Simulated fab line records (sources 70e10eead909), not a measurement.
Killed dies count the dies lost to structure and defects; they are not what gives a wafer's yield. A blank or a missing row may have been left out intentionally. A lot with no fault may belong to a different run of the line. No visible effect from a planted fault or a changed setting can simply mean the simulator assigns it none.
fab line records	flow nand-harc
record lots=12	wafers=36	last-day=33
route steps=1302 shown P_GATE@127 END@1302
lots that met no fault: taken from a fault-free run of the same line
start-h: the number of hours between the record's first day and the start of the first shown wafer of the lot	wait-h: time in hours since the lot's previous step	" unchanged from the row above	L1.1+2: a single row standing in for several wafers	- no value present, or no start provided	* or withheld: withheld	< > ~ a bound
route shown NAME@n: NAME is a module with steps in the file, n the number in the route of the first one	usual: mean/standard deviation of fault-free wafers	same: alike in all rows	chamber/n: place in a boat	sites: each site's reading	_std_site: standard deviation across them	_edge_site: outer sites' mean less inner sites'	radius-mm: for every site, how far away it sits from the centre of the wafer	mask NAME#n: copy n	behind: the most recent tool/chamber to have shaped the wafer	hold: cause of the lot's hold/its duration in hours/its outcome	device: whichever transistor did not switch (one of n, p or np)	end of line: the route-end tests of the same wafers	a step without rows: its recipe alone	killed: the dies lost at the first sort to structure and to defects; this is not the yield of the wafer	map: per-die view of a wafer (x killed, . not killed, _ where there is no die)
set.NAME: the setting that was run; set.NAME@STEP: the one run at that earlier step	model.NAME: the simulator's own value behind a step, which no gauge read
one table for each step of the route and one row for each wafer, over a sample of lots
services: from which hour (start-h, from the record's first day; less than 0 if before it) a tool's chamber was out of use, for how many hours, and why
## steps
# step NHARC_P_GATE_PRECLEAN_71
# recipe time-s=*	temp-c=50	bath-age-min=0	chemistry=SC1
# usual diw-flow-mL-min=1415/4.1	run-length-s=*
lot.wafer	tool	chamber	start-h	wait-h	diw-flow-mL-min	run-length-s
L144.4	wet-bench-04	4	86.49	-	1421	*
L144.5	"	6	"	"	1418	*
L144.2	"	0	"	"	1412	*
L145.2	wet-bench-04	4	91.21	-	1409	*
L145.6	"	5	"	"	1412	*
L145.3	"	1	"	"	1415	*
L146.2	wet-bench-06	5	101.97	-	1423	*
L146.1	"	1	"	"	1413	*
L146.3	"	2	"	"	1413	*
L148.4	wet-bench-03	3	116.77	-	1417	*
L148.6	"	4	"	"	1415	*
L148.3	"	5	"	"	1421	*
L152.6	wet-bench-03	3	167.65	-	1423	*
L152.4	"	7	"	"	1417	*
L152.3	"	0	"	"	1416	*
L155.1	wet-bench-03	1	195.38	-	1416	*
L155.6	"	2	"	"	1417	*
L155.4	"	4	"	"	1416	*
L162.2	wet-bench-03	6	259.68	-	1421	*
L162.5	"	7	"	"	1421	*
L162.4	"	1	"	"	1411	*
L163.2	wet-bench-06	7	271.00	-	1417	*
L163.1	"	0	"	"	1415	*
L163.5	"	1	"	"	1417	*
L164.5	wet-bench-03	6	283.58	-	1411	*
L164.3	"	7	"	"	1406	*
L164.1	"	0	"	"	1421	*
L165.5	wet-bench-06	2	290.40	-	1413	*
L165.6	"	3	"	"	1423	*
L165.4	"	6	"	"	1416	*
L166.4	wet-bench-04	6	300.81	-	1417	*
L166.2	"	1	"	"	1420	*
L166.1	"	3	"	"	1418	*
L167.5	wet-bench-03	7	312.78	-	1421	*
L167.3	"	2	"	"	1417	*
L167.1	"	3	"	"	1410	*
# step NHARC_P_GATE_DESCUM_31
# recipe time-s=3	o2-flow-sccm=200	ar-flow-sccm=0	bias-power-w=0	chemistry=O2
# usual drypump-motor-current-A=5.8/0.53	oes-product-au=1.002/0.0072	rf-vpp-V=57.9/0.73	showerhead-plenum-p-Torr=1.95/0.083	throttle-valve-pct=11.311/0.0095
lot.wafer	tool	chamber	start-h	wait-h	drypump-motor-current-A	oes-product-au	rf-hours-counter-h	rf-vpp-V	showerhead-plenum-p-Torr	throttle-valve-pct
L144.4	rie-diel-09	2	101.90	0.1	6.2	0.998	4.9	57.0	1.92	11.324
L144.2	"	3	"	"	6.2	0.998	8.2	57.1	2.03	11.316
L144.5	"	2	"	"	6.1	0.996	-	57.7	1.92	11.307
L145.2	rie-diel-09	3	105.06	0.1	6.2	0.999	8.3	58.5	2.03	11.304
L145.3	"	1	"	"	6.7	1.002	8.4	57.9	1.84	11.330
L145.6	"	3	"	"	6.2	1.003	-	57.9	2.03	11.306
L146.1	rie-diel-01	3	119.34	0.1	6.5	1.002	4.4	58.4	1.91	11.317
L146.3	"	1	"	"	5.4	0.998	4.6	57.8	2.06	11.306
L146.2	"	2	"	"	5.3	1.016	4.7	58.0	1.90	11.321
L148.3	rie-diel-09	1	131.65	0.1	6.7	1.007	10.4	56.9	1.84	11.306
L148.4	"	3	"	"	6.2	0.998	9.8	57.7	2.03	11.310
L148.6	"	0	"	"	5.7	1.002	-	58.3	2.06	11.308
L152.3	rie-diel-09	1	185.50	0.1	6.7	1.002	2.5	58.0	1.84	11.306
L152.4	"	2	"	"	6.2	0.997	2.0	57.1	1.92	11.300
L152.6	"	3	"	"	6.2	0.989	-	59.0	2.03	11.312
L155.1	rie-diel-12	0	212.53	0.1	5.1	0.996	7.4	57.2	1.78	11.322
L155.4	"	2	"	"	5.8	1.009	7.2	58.3	1.95	11.307
L155.6	"	0	"	"	5.1	1.003	-	57.4	1.79	11.299
L162.2	rie-diel-09	1	273.21	0.1	6.6	1.007	8.2	56.9	1.84	11.316
L162.4	"	3	"	"	6.2	0.999	7.2	56.8	2.03	11.308
L162.5	"	2	"	"	6.1	1.022	-	57.1	1.92	11.319
L163.1	rie-diel-01	3	284.64	0.1	6.5	1.005	4.5	56.8	1.91	11.329
L163.2	"	1	"	"	5.4	1.002	4.0	59.0	2.05	11.327
L163.5	"	3	"	"	6.5	0.993	-	57.2	1.91	11.323
L164.3	rie-diel-09	0	300.67	0.1	5.7	0.998	9.2	57.1	2.06	11.308
L164.1	"	2	"	"	6.1	0.996	9.5	57.4	1.92	11.329
L164.5	"	2	"	"	6.1	1.004	-	58.2	1.92	11.295
L165.4	rie-diel-09	3	303.97	0.1	6.2	1.005	9.9	59.1	2.03	11.312
L165.5	"	3	"	"	6.2	1.001	-	57.7	2.03	11.309
L165.6	"	0	"	"	5.7	1.005	-	58.5	2.06	11.299
L166.2	rie-diel-12	3	314.63	0.1	6.1	1.001	1.0	58.4	1.90	11.319
L166.1	"	1	"	"	5.4	1.005	0.6	58.3	1.91	11.291
L166.4	"	2	"	"	5.7	1.012	0.9	57.8	1.95	11.294
L167.1	rie-diel-01	1	326.61	0.1	5.4	1.002	7.7	58.3	2.05	11.314
L167.3	"	3	"	"	6.5	1.001	7.7	57.7	1.91	11.310
L167.5	"	1	"	"	5.4	1.005	-	59.2	2.05	11.331
# step NHARC_P_GATE_ETCH_32
# recipe target-depth-a=1500	over-etch-frac=1	over-etch-ion-energy-ev=40	time-s=100.1	hbr-flow-sccm=150	cl2-flow-sccm=50	rf-w=400	icp-w=400	bias-w=100	chemistry=HBr/Cl2
# usual bias-w=100.0/0.31	drypump-motor-current-A=6.0/0.47	oes-product-au=0.998/0.0076	rf-fwd-power-W=396.8/1.7	throttle-valve-pct=26.406/0.0088
lot.wafer	tool	chamber	start-h	wait-h	bias-w	drypump-motor-current-A	oes-product-au	rf-fwd-power-W	rf-hours-counter-h	throttle-valve-pct
L144.4	rie-si-05	0	102.37	-	100.3	6.6	0.996	395.3	0.8	26.406
L144.2	"	2	"	"	99.8	6.5	0.998	397.3	1.1	26.410
L144.5	"	0	"	"	100.6	6.5	0.992	395.9	-	26.405
L145.2	rie-si-04	0	105.51	-	99.7	5.6	1.008	398.0	0.6	26.403
L145.3	"	1	"	"	100.0	6.5	1.009	398.5	0.6	26.414
L145.6	"	0	"	"	100.2	5.6	1.007	396.4	-	26.418
L146.1	rie-si-05	2	119.80	-	100.4	6.4	1.000	396.4	1.1	26.408
L146.2	"	3	"	"	99.9	5.7	0.986	396.4	1.0	26.410
L146.3	"	1	"	"	99.8	6.1	1.008	394.1	1.1	26.407
L148.3	rie-si-02	1	132.12	-	100.0	6.0	1.017	396.8	0.2	26.420
L148.4	"	2	"	"	100.4	5.1	0.997	395.0	0.2	26.404
L148.6	"	0	"	"	99.7	5.6	1.005	396.8	-	26.406
L152.4	rie-si-04	3	185.94	-	99.9	6.3	1.000	397.0	0.1	26.400
L152.3	"	0	"	"	99.9	5.6	1.007	396.8	0.0	26.408
L152.6	"	3	"	"	99.9	6.4	1.008	398.2	-	26.403
L155.1	rie-si-05	1	212.99	-	99.8	6.1	0.999	396.4	0.5	26.422
L155.4	"	2	"	"	99.6	6.5	1.012	398.4	0.3	26.396
L155.6	"	1	"	"	99.9	6.0	0.999	397.5	-	26.409
L162.2	rie-si-05	2	273.70	-	100.8	6.5	1.010	395.7	0.7	26.424
L162.4	"	3	"	"	99.5	5.6	1.009	398.3	0.9	26.411
L162.5	"	0	"	"	99.9	6.6	0.992	394.0	-	26.412
L163.2	rie-si-05	1	285.11	-	99.8	6.1	0.986	396.5	1.0	26.406
L163.1	"	3	"	"	100.1	5.6	1.006	397.6	1.0	26.409
L163.5	"	0	"	"	99.7	6.6	0.995	393.9	-	26.393
L164.1	rie-si-04	0	301.18	-	100.6	5.6	1.000	399.7	0.7	26.397
L164.3	"	2	"	"	100.1	6.6	0.996	395.5	0.7	26.407
L164.5	"	1	"	"	100.2	6.6	1.003	398.5	-	26.405
L165.4	rie-si-04	1	304.44	-	100.4	6.5	0.991	398.8	0.7	26.410
L165.6	"	1	"	"	100.5	6.6	0.993	399.2	-	26.389
L165.5	"	2	"	"	99.7	6.6	0.997	397.3	-	26.412
L166.2	rie-si-05	2	315.15	-	99.7	6.5	1.006	398.3	0.0	26.393
L166.1	"	3	"	"	99.8	5.6	0.998	397.1	0.0	26.414
L166.4	"	1	"	"	100.0	6.1	0.989	398.6	0.0	26.423
L167.1	rie-si-02	2	327.09	-	99.2	5.1	0.985	395.1	0.2	26.397
L167.3	"	3	"	"	100.4	5.6	1.004	397.5	0.2	26.403
L167.5	"	1	"	"	100.2	6.0	0.995	398.5	-	26.411
# step NHARC_P_GATE_STRIP_108
# recipe o2-flow-sccm=500	ar-flow-sccm=0	bias-w=0	chemistry=O2
# usual drypump-motor-current-A=5.8/0.54	oes-product-au=1.002/0.0071	rf-vpp-V=57.8/0.87	showerhead-plenum-p-Torr=3.56/0.13	throttle-valve-pct=17.037/0.01
# same bias-w=0
lot.wafer	tool	chamber	start-h	wait-h	drypump-motor-current-A	oes-product-au	rf-hours-counter-h	rf-vpp-V	showerhead-plenum-p-Torr	throttle-valve-pct
L144.2	rie-diel-12	2	102.53	-	5.8	1.005	0.0	57.9	3.59	17.054
L144.4	"	3	"	"	6.2	0.993	0.0	59.2	3.51	17.053
L144.5	"	1	"	"	5.4	1.000	-	56.6	3.53	17.039
L145.2	rie-diel-12	3	105.69	-	6.2	0.994	0.1	57.8	3.51	17.049
L145.3	"	0	"	"	5.1	0.996	0.1	55.9	3.31	17.029
L145.6	"	3	"	"	6.2	1.005	-	56.8	3.51	17.042
L146.1	rie-diel-01	0	119.96	-	5.0	1.008	4.4	56.3	3.73	17.035
L146.3	"	2	"	"	5.3	1.006	4.8	58.6	3.51	17.034
L146.2	"	3	"	"	6.5	1.001	4.5	58.2	3.53	17.040
L148.4	rie-diel-12	3	132.26	-	6.2	1.000	1.6	58.2	3.51	17.026
L148.3	"	2	"	"	5.8	0.991	1.6	56.4	3.59	17.042
L148.6	"	0	"	"	5.1	1.012	-	57.6	3.31	17.038
L152.4	rie-diel-12	2	186.10	-	5.8	1.014	5.1	58.4	3.59	17.033
L152.3	"	0	"	"	5.1	0.994	5.5	57.2	3.31	17.037
L152.6	"	3	"	"	6.2	1.000	-	58.8	3.51	17.027
L155.4	rie-diel-01	1	213.18	-	5.4	1.001	0.0	58.7	3.77	17.037
L155.1	"	2	"	"	5.3	0.993	0.0	57.5	3.51	17.013
L155.6	"	0	"	"	5.0	0.996	-	58.7	3.72	17.041
L162.4	rie-diel-09	2	273.85	-	6.2	1.010	7.8	58.3	3.54	17.033
L162.2	"	3	"	"	6.3	1.003	7.2	57.8	3.72	17.046
L162.5	"	2	"	"	6.2	1.007	-	57.5	3.54	17.030
L163.2	rie-diel-01	3	285.26	-	6.5	0.989	4.6	57.3	3.52	17.038
L163.1	"	2	"	"	5.3	1.019	3.7	59.4	3.50	17.028
L163.5	"	0	"	"	5.0	1.016	-	57.7	3.72	17.039
L164.3	rie-diel-12	0	301.38	-	5.1	1.000	0.3	57.7	3.31	17.049
L164.1	"	1	"	"	5.4	1.007	0.2	59.7	3.52	17.031
L164.5	"	2	"	"	5.8	1.002	-	57.4	3.59	17.037
L165.4	rie-diel-01	2	304.62	-	5.3	1.000	6.0	58.2	3.50	17.043
L165.5	"	1	"	"	5.4	1.007	-	57.4	3.76	17.050
L165.6	"	2	"	"	5.3	0.999	-	56.7	3.50	17.059
L166.4	rie-diel-01	3	315.31	-	6.5	1.007	7.1	59.0	3.52	17.030
L166.2	"	1	"	"	5.4	1.005	6.6	58.1	3.77	17.033
L166.1	"	2	"	"	5.3	1.004	6.2	57.6	3.50	17.040
L167.1	rie-diel-01	3	327.27	-	6.5	0.995	7.8	57.8	3.52	17.045
L167.3	"	0	"	"	5.0	0.998	7.8	58.7	3.72	17.034
L167.5	"	2	"	"	5.3	1.005	-	57.8	3.50	17.018
# step NHARC_END_SORT_01
# recipe temp-c=25
# usual killed-at-array=59/19	killed-at-other=0.6/0.85	killed-at-periphery=3.8/2.5	killed-dies=64/19	killed-open=3.3/1.8	killed-short=2.2/1.6
# same gross-dies=677
lot.wafer	tool	chamber	start-h	wait-h	killed-at-array	killed-at-other	killed-at-periphery	killed-dies	killed-open	killed-short
L144.2	prober-02	0	565.82	2.8	8	0	4	12	3	1
L144.4	prober-02	0	567.41	3.4	19	1	3	23	2	3
L144.5	prober-02	0	568.21	3.7	17	1	6	24	3	3
L145.2	prober-01	0	565.84	2.8	64	1	5	70	4	0
L145.3	prober-01	0	566.64	3.1	67	1	6	74	4	0
L145.6	prober-01	0	569.03	4.0	49	0	7	56	6	2
L146.1	prober-01	0	577.07	2.5	29	0	4	33	4	2
L146.2	prober-01	0	577.87	2.8	31	0	2	33	3	3
L146.3	prober-01	0	578.68	3.1	35	0	7	42	4	3
L148.3	prober-01	0	607.50	3.1	89	0	0	89	1	5
L148.4	prober-01	0	608.29	3.4	78	0	4	82	3	4
L148.6	prober-01	0	609.87	4.0	68	0	1	69	0	2
L152.3	prober-01	0	654.06	3.1	89	0	0	89	6	3
L152.4	prober-01	0	654.86	3.4	78	1	3	82	3	3
L152.6	prober-01	0	656.45	4.0	67	1	7	75	5	3
L155.1	prober-02	0	681.72	2.5	66	0	5	71	3	2
L155.4	prober-02	0	684.13	3.4	58	0	9	67	0	6
L155.6	prober-02	0	685.74	4.0	57	0	5	62	7	0
L162.2	prober-01	0	762.55	2.8	56	0	9	65	4	3
L162.4	prober-01	0	764.15	3.4	73	0	3	76	2	4
L162.5	prober-01	0	764.94	3.7	73	1	6	80	4	3
L163.1	prober-02	0	764.97	2.5	25	0	3	28	4	0
L163.2	prober-02	0	765.77	2.8	24	1	2	27	4	1
L163.5	prober-02	0	768.17	3.7	31	0	6	37	7	3
L166.1	prober-02	0	772.77	2.5	40	1	4	45	3	3
L166.2	prober-02	0	773.56	2.8	51	2	2	55	3	2
L166.4	prober-02	0	775.14	3.4	52	0	2	54	5	2
L165.4	prober-01	0	774.56	3.4	51	2	4	57	4	1
L165.5	prober-01	0	775.37	3.7	63	0	6	69	2	3
L165.6	prober-01	0	776.18	4.0	60	2	2	64	2	3
L167.1	prober-02	0	780.70	2.5	62	0	13	75	6	1
L167.3	prober-02	0	782.30	3.1	55	0	12	67	1	7
L167.5	prober-02	0	783.90	3.7	73	1	6	80	6	1
L164.1	prober-01	0	780.71	2.5	46	1	4	51	1	1
L164.3	prober-01	0	782.31	3.1	60	0	2	62	3	2
L164.5	prober-01	0	783.92	3.7	47	0	3	50	4	3
# killed by level:class
L144.2 A_CHANNEL_HOLE_D2:chamber-film-flake=4 A_CHANNEL_HOLE_D1:geometric-particle:open=1 A_SGD_CUT:geometric-particle:short=1 A_WL_FILL:geometric-particle:open=1 A_BLC:geometric-particle:open=1 P_ZERO_WELL:chamber-film-flake=1 P_STI:chamber-film-flake=1 P_GATE:chamber-film-flake=1
L145.2 A_CHANNEL_HOLE_D1:chamber-film-flake=25 A_CHANNEL_HOLE_D2:chamber-film-flake=21 A_CONTACT:chamber-film-flake=8 P_STI:chamber-film-flake=3 A_STAIRCASE:chamber-film-flake=3 A_SGD_CUT:chamber-film-flake=3 A_DECK1_JOINT:chamber-film-flake=2 P_STI:geometric-particle:open=1
L145.3 A_CHANNEL_HOLE_D2:chamber-film-flake=32 A_CHANNEL_HOLE_D1:chamber-film-flake=23 A_STAIRCASE:chamber-film-flake=3 P_GATE:geometric-particle:open=2 P_GATE:chamber-film-flake=2 A_WL_FILL:chamber-film-flake=2 A_CONTACT:chamber-film-flake=2 A_ONON_D2:geometric-particle:open=1
L144.4 A_CHANNEL_HOLE_D2:chamber-film-flake=6 A_CHANNEL_HOLE_D1:chamber-film-flake=3 P_GATE:chamber-film-flake=2 A_STAIRCASE:chamber-film-flake=2 A_CONTACT:chamber-film-flake=2 A_ONON_D1:geometric-particle:short=1 A_ONON_D1:geometric-particle:open=1 A_CHANNEL_FILL_D1:geometric-particle:open=1
L144.5 A_CHANNEL_HOLE_D2:chamber-film-flake=6 A_STAIRCASE:chamber-film-flake=3 A_ONON_D2:geometric-particle:open=2 P_STI:chamber-film-flake=2 P_GATE:chamber-film-flake=2 P_GATE:geometric-particle:open=1 A_SOURCE_PLATE:geometric-particle:short=1 A_ONON_D1:geometric-particle:short=1
L145.6 A_CHANNEL_HOLE_D1:chamber-film-flake=14 A_CHANNEL_HOLE_D2:chamber-film-flake=14 A_CONTACT:chamber-film-flake=10 P_GATE:chamber-film-flake=3 A_CHANNEL_FILL_D2:chamber-film-flake=3 P_GATE:geometric-particle:open=1 P_CONTACT:geometric-particle:open=1 P_BONDPAD:geometric-particle:open=1
L146.1 A_CHANNEL_HOLE_D2:chamber-film-flake=5 A_STAIRCASE:chamber-film-flake=5 A_CONTACT:chamber-film-flake=5 P_GATE:chamber-film-flake=3 A_WL_FILL:chamber-film-flake=3 A_DECK1_JOINT:chamber-film-flake=2 A_SLIT:chamber-film-flake=2 A_ONON_D1:geometric-particle:open=1
L146.2 A_CHANNEL_HOLE_D2:chamber-film-flake=7 A_STAIRCASE:chamber-film-flake=5 A_WL_FILL:chamber-film-flake=3 A_CHANNEL_FILL_D2:geometric-particle:open=2 P_CONTACT:chamber-film-flake=2 A_SLIT:chamber-film-flake=2 A_CONTACT:chamber-film-flake=2 A_ONON_D1:geometric-particle:short=1
L146.3 A_CHANNEL_HOLE_D2:chamber-film-flake=13 A_STAIRCASE:chamber-film-flake=7 A_CONTACT:chamber-film-flake=6 P_GATE:chamber-film-flake=3 A_CHANNEL_FILL_D1:geometric-particle:open=2 A_SGD_CUT:geometric-particle:short=2 A_CHANNEL_FILL_D1:chamber-film-flake=2 P_CONTACT:geometric-particle:open=1
L148.3 A_CHANNEL_HOLE_D1:chamber-film-flake=34 A_SLIT:chamber-film-flake=24 A_CHANNEL_HOLE_D2:chamber-film-flake=15 A_STAIRCASE:chamber-film-flake=5 A_CONTACT:chamber-film-flake=4 A_ONON_D1:geometric-particle:short=1 A_CHANNEL_FILL_D1:geometric-particle:short=1 A_DECK1_JOINT:geometric-particle:short=1
L148.4 A_SLIT:chamber-film-flake=28 A_CHANNEL_HOLE_D1:chamber-film-flake=20 A_CHANNEL_HOLE_D2:chamber-film-flake=9 A_CONTACT:chamber-film-flake=6 A_STAIRCASE:chamber-film-flake=5 A_WL_FILL:chamber-film-flake=3 A_DECK1_JOINT:geometric-particle:open=2 P_STI:chamber-film-flake=2
L148.6 A_SLIT:chamber-film-flake=21 A_CHANNEL_HOLE_D1:chamber-film-flake=19 A_CHANNEL_HOLE_D2:chamber-film-flake=15 A_STAIRCASE:chamber-film-flake=6 A_CONTACT:chamber-film-flake=6 P_M0:geometric-particle:short=1 A_DECK1_JOINT:geometric-particle:short=1
L152.3 A_CHANNEL_HOLE_D1:chamber-film-flake=34 A_SLIT:chamber-film-flake=23 A_CHANNEL_HOLE_D2:chamber-film-flake=14 A_BONDPAD:chamber-film-flake=3 A_CHANNEL_FILL_D2:geometric-particle:short=2 A_CHANNEL_FILL_D2:geometric-particle:open=2 A_STAIRCASE:chamber-film-flake=2 A_CONTACT:chamber-film-flake=2
L152.4 A_SLIT:chamber-film-flake=25 A_CHANNEL_HOLE_D1:chamber-film-flake=21 A_CHANNEL_HOLE_D2:chamber-film-flake=15 A_CONTACT:chamber-film-flake=4 A_BONDPAD:chamber-film-flake=4 A_CHANNEL_FILL_D2:chamber-film-flake=2 P_M0:geometric-particle:open=1 A_ONON_D1:geometric-particle:short=1
L152.6 A_SLIT:chamber-film-flake=25 A_CHANNEL_HOLE_D1:chamber-film-flake=22 A_CHANNEL_HOLE_D2:chamber-film-flake=10 A_BONDPAD:chamber-film-flake=5 P_GATE:chamber-film-flake=3 P_STI:geometric-particle:short=1 P_CONTACT:geometric-particle:open=1 P_CONTACT:geometric-particle:short=1
L155.1 A_CHANNEL_HOLE_D1:chamber-film-flake=35 A_CHANNEL_HOLE_D2:chamber-film-flake=14 A_CONTACT:chamber-film-flake=6 P_GATE:chamber-film-flake=2 A_SLIT:chamber-film-flake=2 A_STAIRCASE:chamber-film-flake=2 A_WL_FILL:chamber-film-flake=2 P_CONTACT:geometric-particle:open=1
L155.4 A_CHANNEL_HOLE_D1:chamber-film-flake=22 A_CHANNEL_HOLE_D2:chamber-film-flake=20 P_GATE:chamber-film-flake=6 A_STAIRCASE:chamber-film-flake=4 A_ZERO_WELL:chamber-film-flake=3 A_WL_FILL:geometric-particle:short=2 A_CHANNEL_FILL_D1:chamber-film-flake=2 A_WL_FILL:chamber-film-flake=2
L155.6 A_CHANNEL_HOLE_D1:chamber-film-flake=24 A_CHANNEL_HOLE_D2:chamber-film-flake=22 P_GATE:chamber-film-flake=2 A_SLIT:chamber-film-flake=2 A_CONTACT:chamber-film-flake=2 P_ZERO_WELL:geometric-particle:open=1 P_STI:geometric-particle:open=1 P_GATE:geometric-particle:open=1
L162.2 A_SLIT:chamber-film-flake=27 A_CHANNEL_HOLE_D1:chamber-film-flake=18 A_ZERO_WELL:chamber-film-flake=3 P_STI:chamber-film-flake=2 P_GATE:chamber-film-flake=2 A_STAIRCASE:chamber-film-flake=2 P_CONTACT:geometric-particle:short=1 P_CONTACT:geometric-particle:open=1
L162.4 A_SLIT:chamber-film-flake=33 A_CHANNEL_HOLE_D1:chamber-film-flake=24 P_GATE:chamber-film-flake=3 A_WL_FILL:chamber-film-flake=3 A_CONTACT:chamber-film-flake=3 A_ONON_D2:geometric-particle:short=2 A_DECK1_JOINT:chamber-film-flake=2 A_STAIRCASE:chamber-film-flake=2
L162.5 A_SLIT:chamber-film-flake=36 A_CHANNEL_HOLE_D1:chamber-film-flake=22 A_CONTACT:chamber-film-flake=7 P_GATE:chamber-film-flake=4 P_M1:geometric-particle:open=1 A_ONON_D1:geometric-particle:open=1 A_CHANNEL_FILL_D1:geometric-particle:short=1 A_WL_FILL:geometric-particle:short=1
L163.1 A_CHANNEL_HOLE_D1:chamber-film-flake=11 A_SLIT:chamber-film-flake=6 P_GATE:chamber-film-flake=2 P_GATE:geometric-particle:open=1 A_CHANNEL_FILL_D1:geometric-particle:open=1 A_CHANNEL_FILL_D2:geometric-particle:open=1 A_M0:geometric-particle:open=1 A_ZERO_WELL:chamber-film-flake=1
L163.2 A_CHANNEL_HOLE_D1:chamber-film-flake=13 A_SLIT:chamber-film-flake=3 A_STAIRCASE:chamber-film-flake=2 A_DECK1_JOINT:geometric-particle:open=1 A_CHANNEL_FILL_D2:geometric-particle:short=1 A_WL_FILL:geometric-particle:open=1 A_BLC:geometric-particle:open=1 A_M1:geometric-particle:open=1
L163.5 A_CHANNEL_HOLE_D1:chamber-film-flake=9 A_DECK1_JOINT:chamber-film-flake=5 A_SLIT:chamber-film-flake=5 P_CONTACT:chamber-film-flake=2 A_CHANNEL_FILL_D2:chamber-film-flake=2 A_M1:chamber-film-flake=2 P_GATE:geometric-particle:open=1 P_CONTACT:geometric-particle:open=1
L166.1 A_SLIT:chamber-film-flake=22 A_CHANNEL_HOLE_D1:chamber-film-flake=10 P_STI:chamber-film-flake=2 P_CONTACT:geometric-particle:open=1 A_ONON_D1:geometric-particle:short=1 A_CHANNEL_HOLE_D1:geometric-particle:open=1 A_CHANNEL_FILL_D2:geometric-particle:short=1 A_WL_FILL:geometric-particle:short=1
L166.2 A_SLIT:chamber-film-flake=21 A_CHANNEL_HOLE_D1:chamber-film-flake=17 A_STAIRCASE:chamber-film-flake=3 A_DECK1_JOINT:chamber-film-flake=2 A_CHANNEL_HOLE_D2:chamber-film-flake=2 THIN_TSV:chamber-film-flake=2 A_CHANNEL_FILL_D1:geometric-particle:short=1 A_CHANNEL_FILL_D2:geometric-particle:open=1
L165.4 A_CHANNEL_HOLE_D2:chamber-film-flake=18 A_CHANNEL_HOLE_D1:chamber-film-flake=12 A_CONTACT:chamber-film-flake=8 A_SLIT:chamber-film-flake=5 P_STI:chamber-film-flake=4 A_WL_FILL:chamber-film-flake=2 A_ONON_D1:geometric-particle:open=1 A_ONON_D2:geometric-particle:open=1
L166.4 A_SLIT:chamber-film-flake=26 A_CHANNEL_HOLE_D1:chamber-film-flake=11 A_CHANNEL_FILL_D2:geometric-particle:open=2 A_CHANNEL_HOLE_D2:chamber-film-flake=2 P_GATE:chamber-film-flake=2 A_DECK1_JOINT:chamber-film-flake=2 A_CHANNEL_FILL_D2:chamber-film-flake=2 A_STAIRCASE:chamber-film-flake=2
L165.5 A_CHANNEL_HOLE_D2:chamber-film-flake=18 A_CHANNEL_HOLE_D1:chamber-film-flake=15 A_CONTACT:chamber-film-flake=9 A_SLIT:chamber-film-flake=8 A_STAIRCASE:chamber-film-flake=5 P_STI:chamber-film-flake=4 A_DECK1_JOINT:chamber-film-flake=4 P_GATE:geometric-particle:short=1
L165.6 A_CHANNEL_HOLE_D2:chamber-film-flake=20 A_CONTACT:chamber-film-flake=10 A_CHANNEL_HOLE_D1:chamber-film-flake=10 A_STAIRCASE:chamber-film-flake=9 A_SLIT:chamber-film-flake=5 A_DECK1_JOINT:chamber-film-flake=2 P_M0:geometric-particle:short=1 A_ONON_D2:geometric-particle:short=1
L167.1 A_SLIT:chamber-film-flake=27 A_CHANNEL_HOLE_D2:chamber-film-flake=15 A_CHANNEL_HOLE_D1:chamber-film-flake=11 P_BONDPAD:chamber-film-flake=6 P_GATE:chamber-film-flake=3 A_CONTACT:chamber-film-flake=3 P_CONTACT:geometric-particle:open=1 P_M0:geometric-particle:open=1
L164.1 A_SLIT:chamber-film-flake=27 A_CHANNEL_HOLE_D1:chamber-film-flake=7 A_CONTACT:chamber-film-flake=4 A_STAIRCASE:chamber-film-flake=3 P_ZERO_WELL:chamber-film-flake=2 P_BONDPAD:chamber-film-flake=2 A_DECK1_JOINT:chamber-film-flake=2 A_ONON_D1:geometric-particle:open=1
L167.3 A_CHANNEL_HOLE_D2:chamber-film-flake=18 A_SLIT:chamber-film-flake=12 A_CHANNEL_HOLE_D1:chamber-film-flake=11 P_BONDPAD:chamber-film-flake=7 A_STAIRCASE:chamber-film-flake=5 P_M0:geometric-particle:short=2 P_GATE:chamber-film-flake=2 A_CONTACT:chamber-film-flake=2
L164.3 A_SLIT:chamber-film-flake=31 A_CHANNEL_HOLE_D1:chamber-film-flake=13 A_STAIRCASE:chamber-film-flake=6 A_CONTACT:chamber-film-flake=5 A_CHANNEL_FILL_D2:chamber-film-flake=2 P_CONTACT:geometric-particle:open=1 P_M0:geometric-particle:open=1 A_ONON_D2:geometric-particle:short=1
L167.5 A_SLIT:chamber-film-flake=29 A_CHANNEL_HOLE_D2:chamber-film-flake=18 A_CHANNEL_HOLE_D1:chamber-film-flake=11 A_CONTACT:chamber-film-flake=4 A_STAIRCASE:chamber-film-flake=3 P_M0:geometric-particle:open=2 P_GATE:chamber-film-flake=2 P_BONDPAD:chamber-film-flake=2
L164.5 A_SLIT:chamber-film-flake=18 A_CHANNEL_HOLE_D1:chamber-film-flake=15 A_CONTACT:chamber-film-flake=4 A_DECK1_JOINT:chamber-film-flake=2 P_M0:geometric-particle:short=1 A_CHANNEL_FILL_D1:geometric-particle:open=1 A_CHANNEL_FILL_D2:geometric-particle:open=1 A_SGD_CUT:geometric-particle:short=1
## services
tool	chamber	start-h	hours	kind
rie-diel-12	-	91.40	9.0	pm
rie-si-05	-	128.03	9.0	pm
rie-diel-09	-	136.42	0.7	repair
rie-diel-09	-	143.10	9.0	pm
rie-si-05	2	158.95	22.4	repair
rie-si-04	-	165.00	9.0	pm
rie-diel-12	0	177.55	8.0	repair
rie-diel-09	3	177.86	1.3	repair
rie-si-05	-	194.00	0.8	repair
rie-diel-09	0	202.43	7.9	repair
rie-diel-01	-	203.80	9.0	pm
wet-bench-03	-	210.49	8.0	pm
rie-diel-12	2	231.05	7.4	repair
wet-bench-03	-	231.58	0.9	repair
rie-si-05	1	238.83	11.9	repair
rie-diel-12	0	266.02	2.6	repair
rie-diel-12	-	268.40	9.0	pm
rie-diel-01	0	277.26	3.5	repair
rie-diel-09	1	285.79	15.3	repair
rie-diel-01	0	298.87	1.5	repair
rie-si-05	-	305.03	9.0	pm
rie-diel-09	-	316.92	0.6	repair
rie-diel-12	1	319.98	4.8	repair
rie-diel-09	-	320.10	9.0	pm
## key
first-sign step=NHARC_P_GATE_PRECLEAN_71	reading=run-length-s	direction=down	sigmas=99+	usual=*	struck=*
effect none on later readings
met-at NHARC_P_GATE_PRECLEAN_71
struck-lots L152,L155
tester-left-out L152,L155
not-acting-at NHARC_P_GATE_DESCUM_31,NHARC_P_GATE_ETCH_32,NHARC_P_GATE_STRIP_108
onset-between 116.77 167.65
fault kind=process-parameter-drift	tool=wet-bench-03	chamber=-	onset-h=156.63	steps=NHARC_P_GATE_PRECLEAN_71	channel=time-s	offset=*	shape=step	end-h=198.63	acts-in=*	stated=*
# tester-left-out: of these lots the tester's yield and bins aren't shown, on N5 and GAA mostly nor the transistor test; their killed dies are dies lost to structure and defects alone, not to doping, threshold or leakage, so they don't give the yield
